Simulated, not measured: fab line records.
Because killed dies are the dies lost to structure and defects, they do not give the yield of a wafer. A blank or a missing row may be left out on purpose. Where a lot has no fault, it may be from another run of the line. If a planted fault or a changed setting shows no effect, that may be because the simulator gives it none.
Lot-split experiment / flow n5_finfet / 21 wafers read across 7 lots, on a route 1938 steps long

ABOUT THE SPLIT
At N5_MIM_BOT_ETCH_ETCH_04 (etches SiNx in CF4/O2, target depth 26 nm, time 13 s), the setting source_w was moved away from the recipe's 535 W on 9 of the 21 wafers read, by -17.3% to +16.3%. The other wafers ran this setting at the recipe's value.

The split's own step is where the reading is taken.

THE READING
rf_vpp_V, in V, at N5_MIM_BOT_ETCH_ETCH_04 (etches SiNx in CF4/O2, target depth 26 nm, time 13 s). A value of 240 V with a standard deviation of 4.9 V is what fault-free wafers of this fab line usually give.

wafer=L078.1; tool, chamber at the split=rie_diel-05, 3; source_w as run, W=535; against the recipe=recipe; rf_vpp_V, V=235; against lot-mates on the recipe=-
wafer=L078.3; tool, chamber at the split=rie_diel-05, 1; source_w as run, W=442.2; against the recipe=-17.3%; rf_vpp_V, V=259; against lot-mates on the recipe=+24
wafer=L078.4; tool, chamber at the split=rie_diel-05, 2; source_w as run, W=442.2; against the recipe=-17.3%; rf_vpp_V, V=274; against lot-mates on the recipe=+39
wafer=L081.3; tool, chamber at the split=rie_diel-05, 0; source_w as run, W=535; against the recipe=recipe; rf_vpp_V, V=237; against lot-mates on the recipe=-
wafer=L081.4; tool, chamber at the split=rie_diel-05, 1; source_w as run, W=535; against the recipe=recipe; rf_vpp_V, V=235; against lot-mates on the recipe=-
wafer=L081.6; tool, chamber at the split=rie_diel-05, 0; source_w as run, W=535; against the recipe=recipe; rf_vpp_V, V=237; against lot-mates on the recipe=-
wafer=L083.2; tool, chamber at the split=rie_diel-03, 0; source_w as run, W=499.4; against the recipe=-6.7%; rf_vpp_V, V=248; against lot-mates on the recipe=+4
wafer=L083.3; tool, chamber at the split=rie_diel-03, 3; source_w as run, W=535; against the recipe=recipe; rf_vpp_V, V=242; against lot-mates on the recipe=-
wafer=L083.4; tool, chamber at the split=rie_diel-03, 2; source_w as run, W=535; against the recipe=recipe; rf_vpp_V, V=245; against lot-mates on the recipe=-
wafer=L084.1; tool, chamber at the split=rie_diel-03, 1; source_w as run, W=535; against the recipe=recipe; rf_vpp_V, V=232; against lot-mates on the recipe=-
wafer=L084.4; tool, chamber at the split=rie_diel-03, 3; source_w as run, W=622; against the recipe=+16.3%; rf_vpp_V, V=222; against lot-mates on the recipe=-10
wafer=L084.5; tool, chamber at the split=rie_diel-03, 1; source_w as run, W=622; against the recipe=+16.3%; rf_vpp_V, V=217; against lot-mates on the recipe=-15
wafer=L085.2; tool, chamber at the split=rie_diel-04, 2; source_w as run, W=573.7; against the recipe=+7.2%; rf_vpp_V, V=237; against lot-mates on the recipe=-10
wafer=L085.4; tool, chamber at the split=rie_diel-04, 1; source_w as run, W=573.7; against the recipe=+7.2%; rf_vpp_V, V=235; against lot-mates on the recipe=-12
wafer=L085.5; tool, chamber at the split=rie_diel-04, 2; source_w as run, W=535; against the recipe=recipe; rf_vpp_V, V=247; against lot-mates on the recipe=-
wafer=L095.1; tool, chamber at the split=rie_diel-04, 0; source_w as run, W=535; against the recipe=recipe; rf_vpp_V, V=243; against lot-mates on the recipe=-
wafer=L095.4; tool, chamber at the split=rie_diel-04, 1; source_w as run, W=535; against the recipe=recipe; rf_vpp_V, V=243; against lot-mates on the recipe=-
wafer=L095.6; tool, chamber at the split=rie_diel-04, 0; source_w as run, W=620.8; against the recipe=+16.0%; rf_vpp_V, V=223; against lot-mates on the recipe=-20
wafer=L097.1; tool, chamber at the split=rie_diel-04, 0; source_w as run, W=535; against the recipe=recipe; rf_vpp_V, V=242; against lot-mates on the recipe=-
wafer=L097.2; tool, chamber at the split=rie_diel-04, 2; source_w as run, W=496.7; against the recipe=-7.2%; rf_vpp_V, V=258; against lot-mates on the recipe=+16
wafer=L097.4; tool, chamber at the split=rie_diel-04, 1; source_w as run, W=535; against the recipe=recipe; rf_vpp_V, V=243; against lot-mates on the recipe=-

THE FIT
A straight line over all 21 wafers: rf_vpp_V changes by -1.34 V for each +1% of source_w; r = -0.92; the points scatter about the line by 5.1 V.
The same after taking each lot's own level away (the mean of its wafers on the recipe; 21 wafers): -1.35 V for each +1%; r = -0.93; scatter 4.8 V.
That fit puts the effect of the largest move of source_w on the reading at 23 V.
Measured against the standard deviation above, the lots' own levels, which go from 232.0 to 247.0 V, span 3.1 times it.
Consequently the slope shifts little with the lot-to-lot level, the two slopes agreeing.
Check: for one of the wafers moved furthest among these (-17.3%), held out of the fit, the line's prediction against its lot-mates is +25.5 V. It came out at +24 V against them.
Tool readings at the split's step, against how far the setting was moved: rf_vpp_V r = -0.92.

THESE WAFERS: OTHER SPLITS
Other splits were also applied to these wafers ahead of the reading. Each is held against what the fit with the lots' levels taken away leaves over:
other split on the same wafers=N5_BEOL_M13_EXPOSE_25 dose_mj; wafers away from the commonest value=6; r with rf_vpp_V (lot level and that fit taken away)=-0.32
other split on the same wafers=N5_BEOL_M13_TRENCH_ETCH_34 time_s; wafers away from the commonest value=6; r with rf_vpp_V (lot level and that fit taken away)=+0.10
other split on the same wafers=N5_BEOL_M15_SPUTTER_44 time_s; wafers away from the commonest value=7; r with rf_vpp_V (lot level and that fit taken away)=-0.21
other split on the same wafers=N5_MIM_BOT_LITHO_EXPOSE_05 dose_mj; wafers away from the commonest value=3; r with rf_vpp_V (lot level and that fit taken away)=+0.02

THE WHOLE CHAIN: every reading that the file lists as answering this split, in the file's order
step=N5_MIM_BOT_ETCH_ETCH_04; what it does=etches SiNx in CF4/O2, target depth 26 nm, time 13 s; reading=rf_vpp_V; change (the file's fit)=-1.33 V for each +1% of the setting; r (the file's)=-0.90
step=N5_MIM_BOT_ETCH_ETCH_04; what it does=etches SiNx in CF4/O2, target depth 26 nm, time 13 s; reading=etch.depth_nm (the simulator's own value, which no gauge read); change (the file's fit)=+0.202 nm for each +1% of the setting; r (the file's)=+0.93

FILE'S OWN FIT
rf_vpp_V changes by -1.33 V for each +1% of source_w, r = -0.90.
